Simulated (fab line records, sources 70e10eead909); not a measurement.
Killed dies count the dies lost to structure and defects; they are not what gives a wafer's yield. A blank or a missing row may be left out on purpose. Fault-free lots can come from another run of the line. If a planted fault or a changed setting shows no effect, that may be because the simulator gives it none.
Chamber matching	flow nand harc	NHARC_P_GATE_ETCHBACK_37 on rie diel-12: 4 sister chambers
The step etches the open film in CHF3/O2, target depth 34.5 nm, time 17.2 s. 8 wafers are shown with their chamber, then 7 later ones without.

## EACH WAFER AND ITS CHAMBER
wafer	chamber	showerhead plenum p Torr (Torr)	drypump motor current A (A)
L425.5	0	2.53	5.5
L426.1	3	2.33	5.5
L426.5	2	2.33	5.9
L430.3	0	2.53	5.5
L430.4	1	2.40	5.8
L430.5	2	2.33	5.9
L445.2	3	2.32	5.4
L445.3	1	2.39	5.8

## WAFERS MISSING THEIR CHAMBER
wafer	showerhead plenum p Torr (Torr)	drypump motor current A (A)
L445.6	2.32	5.9
L446.2	2.52	5.5
L446.3	2.32	5.5
L446.4	2.32	5.9
L447.1	2.52	5.6
L447.2	2.32	5.8
L447.4	2.32	5.5

## THE CHAMBER EACH PASSED THROUGH
wafer	from the rows above	in truth
L445.6	2	2
L446.2	0	0
L446.3	3	3
L446.4	2	2
L447.1	0	0
L447.2	2	2
L447.4	3	3
Correct placement for 7 of the 7. Left unplaced by these rows: 0. Placed wrongly: 0.
How it was worked out, from the rows above alone: a wafer's distance from a chamber is the root of the sum, over the readings, of the square of ((its reading less the chamber's mean) divided by the reading's scatter). If the next closest chamber is less than 2 further off than the closest, the wafer can't be placed; otherwise it belongs to the closest. For every chamber, the mean is computed from those of its wafers that are shown. How the scatter is found: for the shown wafers, subtract from each reading the mean of its chamber, square and add these, divide the total by (wafers less chambers), then take the root.
